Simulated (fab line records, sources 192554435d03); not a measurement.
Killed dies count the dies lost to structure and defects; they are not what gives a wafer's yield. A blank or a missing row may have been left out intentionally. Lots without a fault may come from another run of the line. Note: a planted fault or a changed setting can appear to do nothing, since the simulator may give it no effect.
Matching of chambers | flow n5_finfet | N5_FIN_CUT_STRIP_24 on rie_diel-06: 4 sister chambers
The step strips in CF4. 16 wafers are shown with their chamber, then 8 later ones without.

== WAFERS PAIRED WITH THEIR CHAMBERS ==
wafer  | chamber | showerhead_plenum_p_Torr (Torr) | throttle_valve_pct (%) | oes_product_au (a.u.)
L076.4 | 2       | 1.82                            | 13.36                  | 0.84
L076.5 | 3       | 1.71                            | 13.44                  | 0.72
L076.6 | 2       | 1.82                            | 13.36                  | 0.84
L077.1 | 1       | 1.78                            | 14.01                  | 0.67
L077.4 | 0       | 1.87                            | 13.44                  | 0.80
L077.6 | 1       | 1.78                            | 14.01                  | 0.67
L078.4 | 1       | 1.78                            | 14.01                  | 0.67
L078.5 | 2       | 1.81                            | 13.39                  | 0.83
L078.6 | 3       | 1.71                            | 13.45                  | 0.71
L081.1 | 1       | 1.78                            | 14.04                  | 0.67
L081.2 | 3       | 1.71                            | 13.48                  | 0.71
L081.4 | 0       | 1.87                            | 13.46                  | 0.79
L087.1 | 2       | 1.81                            | 13.41                  | 0.82
L087.2 | 3       | 1.70                            | 13.50                  | 0.70
L087.3 | 0       | 1.87                            | 13.50                  | 0.78
L087.4 | 1       | 1.78                            | 14.06                  | 0.66

SIGNATURES, as means of the wafers listed above
reading                  | chamber 0 | chamber 1 | chamber 2 | chamber 3 | scatter within a chamber
showerhead_plenum_p_Torr | 1.8700    | 1.7800    | 1.8150    | 1.7075    | 0.00382
throttle_valve_pct       | 13.4667   | 14.0260   | 13.3800   | 13.4675   | 0.0259
oes_product_au           | 0.7900    | 0.6680    | 0.8325    | 0.7100    | 0.00793
Rule: a wafer lies at a distance from a chamber equal to the root of the sum of squares, over the readings, of (its reading less the chamber's mean, divided by the reading's scatter). The wafer belongs to the nearest chamber; if the next one is less than 2 further off, it can't be placed. How the scatter is found: for the shown wafers, subtract from each reading the mean of its chamber, square and add these, divide the total by (wafers less chambers), then take the root.

== WAFERS WITH NO CHAMBER GIVEN ==
wafer  | showerhead_plenum_p_Torr (Torr) | throttle_valve_pct (%) | oes_product_au (a.u.)
L087.5 | 1.70                            | 13.50                  | 0.70
L087.6 | 1.81                            | 13.40                  | 0.81
L089.1 | 1.81                            | 13.42                  | 0.80
L089.2 | 1.70                            | 13.50                  | 0.70
L089.3 | 1.87                            | 13.50                  | 0.78
L089.4 | 1.77                            | 14.05                  | 0.65
L089.5 | 1.81                            | 13.41                  | 0.82
L089.6 | 1.78                            | 14.07                  | 0.66

== THE CHAMBER EACH PASSED THROUGH ==
wafer  | from the rows above | in truth
L087.5 | 3                   | 3
L087.6 | 2                   | 2
L089.1 | 2                   | 2
L089.2 | 3                   | 3
L089.3 | 0                   | 0
L089.4 | 1                   | 1
L089.5 | 2                   | 2
L089.6 | 1                   | 1
Correctly placed: 8 of 8. From these rows, 0 cannot be placed. 0 placed wrongly.
